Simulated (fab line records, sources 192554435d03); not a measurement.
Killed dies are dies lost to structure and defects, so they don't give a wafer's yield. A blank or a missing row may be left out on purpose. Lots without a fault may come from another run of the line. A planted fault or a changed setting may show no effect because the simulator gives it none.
fab line records | flow n5_finfet | part 1 of 2: steps 1 to 18 of 29
record lots=5 wafers=15 last_day=17
route steps=1938 shown SD_EPI_P@305 SD_ACTIVATION@330
lots that met no fault: from a run of the same line without faults
start_h: hours from the record's first day to the start of the lot's first wafer shown | wait_h: hours since the lot's step before | " the same as in the row above | L1.1+2: a row that stands for several wafers | - no value, or no start given | * or withheld: withheld | < > ~ a bound
route shown NAME@n: a module of which the file shows steps, and the number in the route of the first | usual: mean/standard deviation of fault-free wafers | same: alike in all rows | chamber/n: place in a boat | sites: the reading at each site | _std_site: their standard deviation | _edge_site: outer sites' mean less inner sites' | radius_mm: how far each site lies from the wafer's centre | mask NAME#n: copy n | behind: the tool/chamber that last shaped the wafer | hold: why the lot was held/for how many hours/how that ended | device: the transistor (n, p or np) that didn't switch | end of line: the same wafers' tests at the end of the route | a step without rows: its recipe alone | killed: dies lost to structure and defects at the first sort, not the wafer's yield | map: a wafer's dies, x killed, . not, _ none there
set.NAME: the setting as run; set.NAME@STEP: as run at that earlier step | model.NAME: the simulator's own value behind a step, which no gauge read
lots at some steps of the route; a table a step, a row a wafer
services: from which hour (start_h, from the record's first day; less than 0 if before it) a tool's chamber was out of use, for how many hours, and why
## steps
# step N5_SD_EPI_P_INSPECT_11
# recipe mode=adi inspect_instrument=macro
# usual raw_defect_count=1.9/1.3
# columns lot.wafer tool chamber start_h wait_h raw_defect_count
L083.1 defect_inspect-02 - 110.22 0.0 1
L083.2 " - " " 1
L083.6 " - " " 2
L084.2 defect_inspect-02 - 114.34 0.0 2
L084.3 " - " " 2
L084.4 " - " " 3
L090.1 defect_inspect-02 - 149.13 0.0 3
L090.4 " - " " 1
L090.6 " - " " 3
L091.2 defect_inspect-02 - 155.81 0.0 2
L091.3 " - " " 4
L091.6 " - " " 2
L096.3 defect_inspect-01 - 190.44 0.0 4
L096.5 " - " " 2
L096.6 " - " " 2
# step N5_SD_EPI_P_DESCUM_14
# recipe chemistry=O2 time_s=7.9 source_power_w=50 bias_power_w=20 pressure_mtorr=20 rf_frequency_hz=2.712e+07 temp_c=40 resist=CAR-ArF-block o2_flow_sccm=225
# usual drypump_motor_current_A=5.9/0.34 oes_product_au=0.76/0.071 rf_vpp_V=243.5/1 showerhead_plenum_p_Torr=2.11/0.046 throttle_valve_pct=20.45/0.21
# columns lot.wafer tool chamber start_h wait_h drypump_motor_current_A oes_product_au rf_hours_counter_h rf_vpp_V showerhead_plenum_p_Torr throttle_valve_pct
L083.1 rie_diel-01 0 110.26 0.0 6.3 0.67 227 243.4 2.16 20.31
L083.2 " 2 " " 5.5 0.70 188 244.4 2.17 20.73
L083.6 " 1 " " 5.9 0.70 - 242.5 2.06 20.36
L084.2 rie_diel-01 1 114.37 0.0 5.9 0.70 210 243.5 2.06 20.34
L084.3 " 2 " " 5.5 0.70 189 244.4 2.17 20.71
L084.4 " 3 " " 5.8 0.81 96 241.7 2.02 20.61
L090.1 rie_diel-02 1 149.17 0.0 6.4 0.75 162 243.3 2.08 20.63
L090.4 " 3 " " 5.7 0.75 - 243.8 2.10 20.18
L090.6 " 1 " " 6.4 0.75 - 242.8 2.08 20.63
L091.2 rie_diel-05 1 155.84 0.0 5.9 0.89 32 243.0 2.13 20.02
L091.3 " 2 " " 5.5 0.82 57 244.5 2.13 20.38
L091.6 " 0 " " 6.1 0.89 - 243.7 2.14 20.57
L096.3 rie_diel-02 0 190.74 0.3 5.4 0.81 82 243.8 2.11 20.32
L096.5 " 2 " " 6.3 0.96 - 244.3 2.14 20.43
L096.6 " 1 " " 6.3 0.74 - 242.4 2.08 20.65
# step N5_SD_EPI_P_ETCH_36
# recipe chemistry=CF4 target=SiARC target_depth_a=455 mask_material=CAR-ArF-block time_s=75.8 ion_energy_ev=80 pressure_mtorr=40 source_w=545 bias_w=36 Ar_flow_sccm=100 cf4_flow_sccm=100 ends=cleared
# usual drypump_motor_current_A=5.9/0.34 etch_rf_on_time_s=75.5/1.3 oes_product_au=0.65/0.062 rf_vpp_V=184.4/1.1 showerhead_plenum_p_Torr=2.16/0.041 throttle_valve_pct=15.66/0.2
# columns lot.wafer tool chamber start_h wait_h drypump_motor_current_A etch_rf_on_time_s oes_product_au rf_hours_counter_h rf_vpp_V showerhead_plenum_p_Torr throttle_valve_pct
L083.1 rie_diel-01 0 110.29 0.0 6.3 77.1 0.58 227 184.5 2.20 15.54
L083.2 " 2 " " 5.5 75.3 0.61 188 185.9 2.22 15.90
L083.6 " 1 " " 5.9 75.8 0.60 - 183.0 2.12 15.67
L084.2 rie_diel-01 1 114.41 0.0 5.9 76.6 0.59 210 185.5 2.12 15.67
L084.3 " 2 " " 5.5 75.8 0.60 189 186.7 2.22 15.90
L084.4 " 3 " " 5.8 75.5 0.70 96 184.3 2.08 15.80
L090.1 rie_diel-02 1 149.20 0.0 6.3 74.3 0.64 162 184.2 2.14 15.84
L090.4 " 3 " " 5.6 75.5 0.65 - 183.7 2.15 15.41
L090.6 " 1 " " 6.4 74.5 0.64 - 183.6 2.14 15.85
L091.2 rie_diel-05 1 155.88 0.0 5.8 74.8 0.77 32 184.9 2.18 15.25
L091.3 " 2 " " 5.5 75.3 0.71 57 184.7 2.17 15.43
L091.6 " 0 " " 6.1 72.6 0.78 - 184.0 2.18 15.65
L096.3 rie_diel-02 0 190.77 0.0 5.4 74.9 0.69 82 182.6 2.17 15.53
L096.5 " 2 " " 6.3 72.6 0.82 - 186.4 2.19 15.59
L096.6 " 1 " " 6.4 73.9 0.63 - 184.0 2.13 15.87
# step N5_SD_EPI_P_ETCH_37
# recipe chemistry=N2/H2 target=SOC overetch_a=1080 mask_material=SiARC temp_c=40 ion_energy_ev=100 source_w=3000 bias_w=133 pressure_mtorr=20 time_s=486 n2_flow_sccm=200 h2_flow_sccm=200 ends=end_point
# usual drypump_motor_current_A=5.9/0.35 oes_product_au=0.68/0.059 rf_vpp_V=241.1/1.1 showerhead_plenum_p_Torr=2.56/0.051 throttle_valve_pct=23.85/0.28
# columns lot.wafer tool chamber start_h wait_h drypump_motor_current_A oes_product_au rf_hours_counter_h rf_vpp_V showerhead_plenum_p_Torr throttle_valve_pct
L083.1 rie_diel-01 0 110.35 0.0 6.3 0.62 227 240.6 2.61 23.55
L083.2 " 2 " " 5.5 0.63 188 242.6 2.63 24.16
L083.6 " 1 " " 5.9 0.63 - 241.9 2.52 23.58
L084.2 rie_diel-01 1 114.47 0.0 5.9 0.62 210 239.6 2.52 23.58
L084.3 " 2 " " 5.5 0.63 189 241.8 2.63 24.16
L084.4 " 3 " " 5.8 0.73 96 240.4 2.46 24.09
L090.1 rie_diel-02 1 149.26 0.0 6.4 0.66 162 241.4 2.54 24.31
L090.4 " 3 " " 5.7 0.67 - 241.1 2.55 23.60
L090.6 " 1 " " 6.4 0.66 - 241.1 2.54 24.27
L091.2 rie_diel-05 1 155.94 0.0 5.9 0.80 32 241.5 2.58 23.26
L091.3 " 2 " " 5.5 0.74 57 241.4 2.58 23.78
L091.6 " 0 " " 6.1 0.79 - 241.9 2.59 23.95
L096.3 rie_diel-02 3 190.83 0.0 5.6 0.66 152 241.5 2.54 23.63
L096.5 " 1 " " 6.4 0.65 - 240.5 2.53 24.32
L096.6 " 2 " " 6.3 0.84 - 240.8 2.59 23.64
# step N5_SD_EPI_P_STRIP_38
# recipe chemistry=N2/H2 temp_c=40 n2_flow_sccm=200 h2_flow_sccm=200 rf_frequency_hz=6e+07
# columns lot.wafer tool chamber start_h wait_h
L083.1+2+6 rie_diel-01 0,2,1 110.66 0.2
L084.2+3+4 rie_diel-01 1,2,3 114.78 0.2
L090.1+4+6 rie_diel-02 1,3,1 149.57 0.2
L091.2+3+6 rie_diel-05 1,2,0 156.25 0.2
L096.3+5+6 rie_diel-02 0,0,1 191.14 0.2
# step N5_SD_EPI_P_ETCHBACK_46
# recipe chemistry=CH3F/O2 mode=anisotropic_etchback target=SiNx target_depth_a=175 stop_on=SiO2 over_etch_frac=0.3 ion_energy_ev=120 pressure_mtorr=30 source_w=395 bias_w=73 Ar_flow_sccm=150 CH3F_flow_sccm=30 O2_flow_sccm=20
# usual CH3F_flow_sccm=30.00/0.084 drypump_motor_current_A=5.9/0.35 oes_product_au=0.65/0.056 rf_vpp_V=298.2/2.8 showerhead_plenum_p_Torr=2.02/0.04 throttle_valve_pct=16.38/0.19
# columns lot.wafer tool chamber start_h wait_h CH3F_flow_sccm drypump_motor_current_A oes_product_au rf_hours_counter_h rf_vpp_V showerhead_plenum_p_Torr throttle_valve_pct
L083.1 rie_diel-01 0 110.67 0.0 29.98 6.3 0.59 227 301.3 2.06 16.26
L083.2 " 2 " " 30.05 5.5 0.61 188 303.6 2.07 16.59
L083.6 " 1 " " 29.93 5.9 0.60 - 295.1 1.98 16.38
L084.2 rie_diel-01 1 114.79 0.0 29.95 5.9 0.60 210 294.6 1.98 16.40
L084.3 " 2 " " 29.98 5.5 0.60 190 302.3 2.06 16.59
L084.4 " 3 " " 30.21 5.8 0.69 96 299.0 1.93 16.51
L090.1 rie_diel-02 1 149.58 0.0 30.05 6.4 0.64 163 297.9 1.99 16.57
L090.4 " 3 " " 30.05 5.7 0.64 - 297.8 2.01 16.13
L090.6 " 1 " " 30.03 6.3 0.63 - 297.9 1.99 16.56
L091.2 rie_diel-05 1 156.26 0.0 30.09 5.9 0.76 32 295.8 2.04 15.97
L091.3 " 2 " " 29.98 5.5 0.70 57 302.2 2.03 16.21
L091.6 " 0 " " 29.89 6.1 0.75 - 295.4 2.04 16.41
L096.3 rie_diel-02 0 191.15 0.0 29.87 5.4 0.68 82 294.1 2.02 16.30
L096.5 " 0 " " 30.13 5.4 0.68 - 293.7 2.02 16.28
L096.6 " 1 " " 30.03 6.3 0.63 - 298.2 1.99 16.58
# step N5_SD_EPI_P_ETCH_47
# recipe chemistry=CH3F/O2 target=SiOCN target_depth_a=250 mask_material=SOC ion_energy_ev=60 bias_w=29 pressure_mtorr=30 source_w=410 Ar_flow_sccm=150 CH3F_flow_sccm=30 O2_flow_sccm=20
# usual CH3F_flow_sccm=29.99/0.097 drypump_motor_current_A=5.9/0.35 oes_product_au=0.76/0.073 rf_vpp_V=127.8/1.3 showerhead_plenum_p_Torr=2.02/0.04 throttle_valve_pct=16.35/0.19
# columns lot.wafer tool chamber start_h wait_h CH3F_flow_sccm drypump_motor_current_A oes_product_au rf_hours_counter_h rf_vpp_V showerhead_plenum_p_Torr throttle_valve_pct
L083.1 rie_diel-01 0 110.77 0.1 30.03 6.4 0.68 227 128.9 2.06 16.25
L083.2 " 2 " " 30.14 5.5 0.71 188 130.6 2.07 16.57
L083.6 " 1 " " 30.11 5.9 0.70 - 127.0 1.98 16.37
L084.2 rie_diel-01 1 114.89 0.1 29.83 5.9 0.69 210 125.8 1.98 16.36
L084.3 " 2 " " 30.07 5.5 0.70 190 129.4 2.06 16.56
L084.4 " 3 " " 29.99 5.8 0.82 96 128.3 1.93 16.49
L090.1 rie_diel-02 1 149.68 0.1 30.02 6.4 0.75 163 128.6 1.99 16.54
L090.4 " 3 " " 30.04 5.6 0.75 - 127.4 2.01 16.10
L090.6 " 1 " " 29.81 6.4 0.75 - 127.5 1.99 16.54
L091.2 rie_diel-05 1 156.36 0.1 29.86 5.9 0.89 32 126.7 2.04 15.95
L091.3 " 2 " " 30.12 5.5 0.83 57 128.3 2.03 16.17
L091.6 " 0 " " 29.87 6.1 0.90 - 125.9 2.04 16.38
L096.3 rie_diel-02 0 191.25 0.1 30.11 5.5 0.81 82 126.7 2.02 16.25
L096.5 " 0 " " 30.18 5.4 0.81 - 126.5 2.02 16.24
L096.6 " 1 " " 30.06 6.3 0.74 - 129.7 1.99 16.57
# step N5_SD_EPI_P_ETCH_16
# recipe chemistry=CHF3/O2 target=SiO2 target_depth_a=50 mask_material=SOC pressure_mtorr=30 source_w=650 bias_w=170 Ar_flow_sccm=200 CHF3_flow_sccm=50 O2_flow_sccm=5 ion_energy_ev=200
# usual CHF3_flow_sccm=50.00/0.15 drypump_motor_current_A=5.9/0.35 oes_product_au=0.76/0.073 rf_vpp_V=525/4.8 showerhead_plenum_p_Torr=2.43/0.046 throttle_valve_pct=18.93/0.19
# columns lot.wafer tool chamber start_h wait_h CHF3_flow_sccm drypump_motor_current_A oes_product_au rf_hours_counter_h rf_vpp_V showerhead_plenum_p_Torr throttle_valve_pct
L083.1 rie_diel-01 0 110.87 0.1 50.18 6.3 0.69 228 529 2.48 18.77
L083.2 " 2 " " 50.03 5.5 0.71 188 533 2.48 19.12
L083.6 " 1 " " 50.10 5.9 0.70 - 519 2.39 18.90
L084.2 rie_diel-01 1 114.99 0.1 50.14 5.9 0.69 210 519 2.39 18.89
L084.3 " 2 " " 49.74 5.5 0.70 190 534 2.48 19.11
L084.4 " 3 " " 49.80 5.8 0.82 96 526 2.33 19.09
L090.1 rie_diel-02 1 149.78 0.1 50.09 6.4 0.75 163 525 2.40 19.13
L090.4 " 3 " " 49.93 5.7 0.76 - 525 2.42 18.66
L090.6 " 1 " " 50.02 6.4 0.75 - 526 2.41 19.14
L091.2 rie_diel-05 1 156.46 0.1 49.84 5.9 0.90 32 525 2.45 18.52
L091.3 " 2 " " 50.04 5.5 0.83 57 529 2.44 18.78
L091.6 " 0 " " 49.94 6.1 0.90 - 521 2.45 18.98
L096.3 rie_diel-02 0 191.35 0.1 50.23 5.4 0.81 82 518 2.44 18.87
L096.5 " 0 " " 50.22 5.4 0.80 - 520 2.44 18.86
L096.6 " 1 " " 50.07 6.3 0.74 - 524 2.40 19.17
# step N5_SD_EPI_P_STRIP_50
# recipe chemistry=CHF3/O2 resist=SiARC rf_frequency_hz=6e+07
# columns lot.wafer tool chamber start_h wait_h
L083.1+2+6 rie_diel-01 0,2,1 110.91 0.0
L084.2+3+4 rie_diel-01 1,2,3 115.03 0.0
L090.1+4+6 rie_diel-02 1,3,1 149.82 0.0
L091.2+3+6 rie_diel-05 1,2,0 156.50 0.0
L096.3+5+6 rie_diel-02 0,0,1 191.39 0.0
# step N5_SD_EPI_P_SD_RECESS_17
# recipe chemistry=HBr/Cl2/O2 target_depth_a=391 bt_time_s=3 pressure_mtorr=10 icp_w=800 bias_w=112 HBr_flow_sccm=150 Cl2_flow_sccm=80 O2_flow_sccm=12
# usual drypump_motor_current_A=5.7/0.48 he_backside_leak_sccm=2.8/0.35 oes_product_au=1.004/0.014 throttle_valve_pct=37.07/0.28
# columns lot.wafer tool chamber start_h wait_h drypump_motor_current_A he_backside_leak_sccm oes_product_au rf_hours_counter_h throttle_valve_pct
L083.1 rie_si-04 3 110.94 0.0 5.9 2.4 0.978 85 37.09
L083.2 " 1 " " 6.4 2.9 1.011 128 37.07
L083.6 " 0 " " 6.0 2.6 1.003 - 36.95
L084.2 rie_si-01 1 115.06 0.0 6.3 4.3 1.004 174 37.24
L084.3 " 2 " " 5.5 3.3 1.015 122 37.60
L084.4 " 0 " " 5.8 2.7 1.005 2 37.20
L090.1 rie_si-01 2 149.85 0.0 5.5 3.4 1.015 123 37.58
L090.4 " 1 " " 6.3 2.9 0.993 175 37.24
L090.6 " 3 " " 4.9 3.1 1.024 - 36.74
L091.2 rie_si-04 1 156.53 0.0 6.4 2.7 1.007 129 37.07
L091.3 " 3 " " 5.9 2.3 0.975 86 37.10
L091.6 " 0 " " 6.0 2.5 0.996 - 36.94
L096.3 rie_si-04 0 191.42 0.0 6.0 2.7 0.992 68 36.95
L096.5 " 1 " " 6.4 2.6 1.009 - 37.07
L096.6 " 2 " " 5.2 2.8 0.995 - 37.19
# step N5_SD_EPI_P_WET_ETCH_45
# recipe chemistry=dHF dilution=withheld time_s=10.7 target=SiO2 target_depth_a=20 temp_c=25 dry=ipa_marangoni rinse_time_s=30 rinse_temp_c=23
# columns lot.wafer tool chamber start_h wait_h
L083.1+2+6 wet_bench-02 4,0,3 111.04 0.1
L084.2+3+4 wet_bench-01 1,7,2 115.16 0.1
L090.1+4+6 wet_bench-02 3,7,4 149.95 0.1
L091.2+3+6 wet_bench-02 2,1,7 156.63 0.1
L096.3+5+6 wet_bench-01 0,3,1 191.52 0.1
# step N5_SD_EPI_P_STRIP_40
# recipe chemistry=N2/H2 power_w=1000 temp_c=250 h2_frac=0.65 overash_fraction=0.3 pressure_mtorr=withheld n2_flow_sccm=1750 h2_flow_sccm=3250
# usual drypump_motor_current_A=5.8/0.61 heater_power_w=343/26 oes_product_au=0.762/0.0099
# columns lot.wafer tool chamber start_h wait_h drypump_motor_current_A heater_power_w oes_product_au rf_hours_counter_h
L083.1 plasma_asher-01 0 111.09 0.0 6.1 319 0.775 99
L083.2 " 1 " " 6.6 329 0.751 99
L083.6 " 0 " " 6.1 321 0.771 -
L084.2 plasma_asher-01 1 115.21 0.0 6.6 330 0.760 100
L084.3 " 0 " " 6.1 323 0.774 -
L084.4 " 1 " " 6.6 334 0.765 -
L090.1 plasma_asher-02 0 150.15 0.2 5.7 323 0.767 49
L090.4 " 0 " " 5.7 322 0.760 -
L090.6 " 0 " " 5.8 314 0.754 -
L091.2 plasma_asher-02 1 156.68 0.0 4.9 382 0.771 52
L091.3 " 0 " " 5.8 334 0.752 -
L091.6 " 0 " " 5.7 325 0.739 -
L096.3 plasma_asher-01 0 191.59 0.0 6.1 329 0.760 -
L096.5 " 0 " " 6.1 323 0.758 -
L096.6 " 1 " " 6.6 339 0.748 -
# step N5_SD_EPI_P_PRECLEAN_52
# recipe chemistry=O3/DIW time_s=60 temp_c=22 o3_ppm=10
# usual bath_heat_duty_pct=2.3/0.4
# columns lot.wafer tool chamber start_h wait_h bath_heat_duty_pct
L083.1 wet_bench-06 5 111.18 - 2.3
L083.2 " 2 " " 2.8
L083.6 " 4 " " 2.3
L084.2 wet_bench-02 3 115.29 - 1.8
L084.3 " 2 " " 2.4
L084.4 " 5 " " 2.7
L090.1 wet_bench-01 6 150.24 - 1.7
L090.4 " 5 " " 1.6
L090.6 " 4 " " 1.8
L091.2 wet_bench-01 5 156.76 - 1.4
L091.3 " 0 " " 1.6
L091.6 " 4 " " 2.9
L096.3 wet_bench-02 4 191.66 - 2.0
L096.5 " 5 " " 2.2
L096.6 " 0 " " 2.5
# step N5_SD_EPI_P_SRD_20
# recipe dry=ipa_marangoni do_ppb=5 time_s=30 temp_c=23 rinse_liquid=diw
# usual bath_heat_duty_pct=3.6/0.55 do_ppb=5.00/0.05
# columns lot.wafer tool chamber start_h wait_h bath_heat_duty_pct do_ppb
L083.1 wet_bench-06 5 111.20 0.0 4.1 5.01
L083.2 " 2 " " 4.3 5.01
L083.6 " 4 " " 3.9 4.88
L084.2 wet_bench-02 3 115.31 0.0 3.5 5.06
L084.3 " 2 " " 3.5 4.94
L084.4 " 5 " " 3.8 5.06
L090.1 wet_bench-01 6 150.26 0.0 2.8 4.99
L090.4 " 5 " " 3.1 5.02
L090.6 " 4 " " 3.5 4.96
L091.2 wet_bench-01 5 156.78 0.0 3.2 5.05
L091.3 " 0 " " 4.0 4.99
L091.6 " 4 " " 3.6 5.01
L096.3 wet_bench-02 4 191.68 0.0 3.7 5.02
L096.5 " 5 " " 3.8 5.08
L096.6 " 0 " " 4.3 5.00
# step N5_SD_EPI_P_PRECLEAN_51
# recipe chemistry=NF3:NH3 afs_cycles=1 temp_c=30 time_s=20 sublimation_temp_c=180 sublimation_time_s=60 pressure_torr=3 rf_power_w=30
# columns lot.wafer tool chamber start_h wait_h
L083.1+2+6 epi_rpcvd-01 0 111.25 0.0
L084.2+3+4 epi_rpcvd-02 0 115.39 0.1
L090.1+4+6 epi_rpcvd-02 0 150.31 0.0
L091.2+3+6 epi_rpcvd-02 0 156.87 0.1
L096.3+5+6 epi_rpcvd-04 0 191.78 0.1
# step N5_SD_EPI_P_VAPOR_ETCH_44
# recipe chemistry=NF3/Ar target=SiGe30 temp_c=25 time_s=3.3 mode=isotropic
# columns lot.wafer tool chamber start_h wait_h
L083.1+2+6 epi_rpcvd-01 0 111.43 0.1
L084.2+3+4 epi_rpcvd-02 0 115.57 0.1
L090.1+4+6 epi_rpcvd-02 0 150.49 0.1
L091.2+3+6 epi_rpcvd-02 0 157.05 0.1
L096.3+5+6 epi_rpcvd-04 0 191.96 0.1
# step N5_SD_EPI_P_EPI_21
# recipe material=SiGe:B dopant=B temp_c=550 pressure_torr=20 ambient=H2 time_s=355
# columns lot.wafer tool chamber start_h wait_h
L083.1+2+6 epi_rpcvd-01 0 111.61 0.1
L084.2+3+4 epi_rpcvd-02 0 116.08 0.5
L090.1+4+6 epi_rpcvd-02 0 150.67 0.2
L091.2+3+6 epi_rpcvd-02 0 157.56 0.5
L096.3+5+6 epi_rpcvd-04 0 192.80 0.8
# step N5_SD_EPI_P_EPI_MEAS_23
# recipe mode=xrd
# usual thk_nm=60.9/1.4
# columns lot.wafer tool chamber start_h wait_h thk_nm
L083.1 film_metro-01 - 113.80 1.8 59.8
L083.2 " - " " 61.5
L083.6 " - " " 58.4
L084.2 film_metro-02 - 117.92 1.5 60.2
L084.3 " - " " 62.7
L084.4 " - " " 61.9
L090.1 film_metro-01 - 152.87 1.8 60.1
L090.4 " - " " 61.8
L090.6 " - " " 60.0
L091.2 film_metro-01 - 159.39 1.5 60.4
L091.3 " - " " 60.8
L091.6 " - " " 64.7
L096.3 film_metro-02 - 194.28 1.1 58.0
L096.5 " - " " 63.0
L096.6 " - " " 62.6
